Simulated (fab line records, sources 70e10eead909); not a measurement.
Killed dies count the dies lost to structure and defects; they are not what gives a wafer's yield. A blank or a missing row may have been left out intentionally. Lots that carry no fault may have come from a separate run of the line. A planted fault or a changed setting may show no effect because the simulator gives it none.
A lot that was struck, set against a sound lot + flow nandHarc + 14 out of 1302 route steps
Sound: these wafers, L257.3, L257.4, L257.6. Struck: wafer L267.4. (L267.1, L267.5 of the same lot were not struck and are left out.) The cause comes at the end.
For every step that has rows: the tool of each side, followed by ch and its chambers, followed by its first start. Under that, the readings that differ: sound wafers + struck wafers + difference of the means + sigmas: that difference in standard deviations of wafers without a fault.
alike: same words and numbers on both sides, and readings whose means sit less than 2 such deviations apart. not compared: any withheld reading, any reading some wafer has no value for, any bound like >300 that may hide the same value, and any number with overlapping values for which the record gives no deviation.
A row with sigmas, a row that says differs or no value, or rows on one side alone: a step with any of these is where the two part. Numbers that don't overlap but have no deviation are shown without sigmas and don't part them. A reading that every wafer of one side lacks parts them only if that side has two wafers or more.

first, 3 steps without rows for these wafers: NHARC_A_SLIT_EXPOSE_06 (exposes mask SLIT); NHARC_A_SLIT_PEB_07 (peb time 65 s); NHARC_A_SLIT_DEVELOP_08 (develop time 35 s).
NHARC_A_SLIT_CD_MEAS_09: target cd 300 nm.
  sound on cdSem-01 ch 0, day 20 12:35; struck on cdSem-03 ch 0, day 24 09:02
  alike: cdNm
NHARC_A_SLIT_OVL_MEAS_10:
  sound on overlay-01, day 20 12:40; struck on overlay-02, day 24 09:08
  alike: overlayXNm, overlayYNm
NHARC_A_SLIT_INSPECT_11:
  sound on defectInspect-02, day 20 12:42; struck on defectInspect-01, day 24 09:10
  alike: rawDefectCount
NHARC_A_SLIT_DESCUM_14: chemistry O2, time 3 s.
  sound on rieDiel-03 ch 1,2,3, day 20 12:46; struck on rieDiel-02 ch 0, day 24 09:14
| reading          | sound          | struck | difference | sigmas |
|------------------|----------------|--------|------------|--------|
| mfcArSccm (sccm) | 0.006 0 0      | 0.030  | +0.028     | +3     |
| rfVppV (V)       | 58.5 58.2 57.9 | 56.1   | -2.1       | -2     |
  alike: drypumpMotorCurrentA, o2FlowSccm, oesProductAu, showerheadPlenumPTorr, throttleValvePct
  not compared: rfHoursCounterH
NHARC_A_SLIT_ETCH_24: etches the open film in CF4/CHF3, target depth 121 nm, time 60.5 s.
  sound on rieDiel-03 ch 0,1,3, day 20 12:51; struck on rieDiel-02 ch 1, day 24 09:19
| reading              | sound                | struck | difference | sigmas |
|----------------------|----------------------|--------|------------|--------|
| oesProductAu (a.u.)  | 0.954 0.976 0.969    | 0.927  | -0.039     | -2     |
| throttleValvePct (%) | 16.811 16.812 16.792 | 16.836 | +0.031     | +3     |
  alike: drypumpMotorCurrentA, mfcArSccm, rfVppV, runLengthS, showerheadPlenumPTorr
  not compared: rfHoursCounterH
NHARC_A_SLIT_ETCH_15: etches the open film in O2/COS, target depth 6200 nm, time 1612 s.
  sound on rieDiel-03 ch 0,1,2; struck on rieDiel-02 ch 0
| reading             | sound                | struck | difference | sigmas |
|---------------------|----------------------|--------|------------|--------|
| mfcArSccm (sccm)    | 0.011 0.006 0        | 0.030  | +0.024     | +3     |
| oesProductAu (a.u.) | 0.983 0.996 0.982    | 1.015  | +0.028     | +3     |
| runLengthS (s)      | 1633.8 1633.1 1634.1 | 1632.3 | -1.4       | -3     |
  alike: drypumpMotorCurrentA, o2FlowSccm, rfVppV, showerheadPlenumPTorr, throttleValvePct
  not compared: rfHoursCounterH
NHARC_A_SLIT_ETCH_17: etches the open film in C4F8/O2/Ar, time 4254.5 s, target depth 20300 nm.
  sound on harEtch-01 ch 0,1, day 20 15:12; struck on harEtch-02 ch 0, day 24 12:18
| reading          | sound             | struck | difference | sigmas |
|------------------|-------------------|--------|------------|--------|
| mfcArSccm (sccm) | 376.2 376.4 375.5 | 373.1  | -2.9       | -2     |
  alike: c4f8FlowSccm, drypumpMotorCurrentA, o2FlowSccm, oesAirLineAu, runLengthS, showerheadPlenumPTorr, throttleValvePct
  not compared: rfHoursCounterH
NHARC_A_SLIT_ETCH_26: etches the open film in C4F8/O2/Ar, time 90 s, target depth 400 nm.
  sound on harEtch-01 ch 0,1, day 20 17:38; struck on harEtch-02 ch 0, day 24 14:08
| reading        | sound             | struck | difference | sigmas |
|----------------|-------------------|--------|------------|--------|
| runLengthS (s) | 122.0 121.7 121.9 | 120.6  | -1.3       | -3     |
  alike: biasV, c4f8FlowSccm, drypumpMotorCurrentA, mfcArSccm, o2FlowSccm, oesAirLineAu, showerheadPlenumPTorr, throttleValvePct
  not compared: rfHoursCounterH
then, 1 step without rows for these wafers: NHARC_A_SLIT_STRIP_28 (strips in O2/COS).
NHARC_A_SLIT_ETCH_29: etches the open film in CF4/O2, target depth 100 nm, overetch 10 nm, time 55 s.
  sound on rieDiel-03 ch 0,1,3, day 20 18:28; struck on rieDiel-03 ch 1, day 24 15:00
| reading        | sound             | struck | difference | sigmas |
|----------------|-------------------|--------|------------|--------|
| rfVppV (V)     | 200.3 197.4 197.1 | 194.7  | -3.6       | -3     |
| runLengthS (s) | 76.7 76.2 76.6    | 67.6   | -8.9       | -20    |
  alike: drypumpMotorCurrentA, mfcArSccm, o2FlowSccm, oesProductAu, showerheadPlenumPTorr, throttleValvePct
  not compared: rfHoursCounterH
then, 1 step without rows for these wafers: NHARC_A_SLIT_STRIP_18 (strips in O2).

## WHERE THEY PART
First at NHARC_A_SLIT_DESCUM_14; last, within this record, at NHARC_A_SLIT_ETCH_29.

WHY: the cause the simulator had injected
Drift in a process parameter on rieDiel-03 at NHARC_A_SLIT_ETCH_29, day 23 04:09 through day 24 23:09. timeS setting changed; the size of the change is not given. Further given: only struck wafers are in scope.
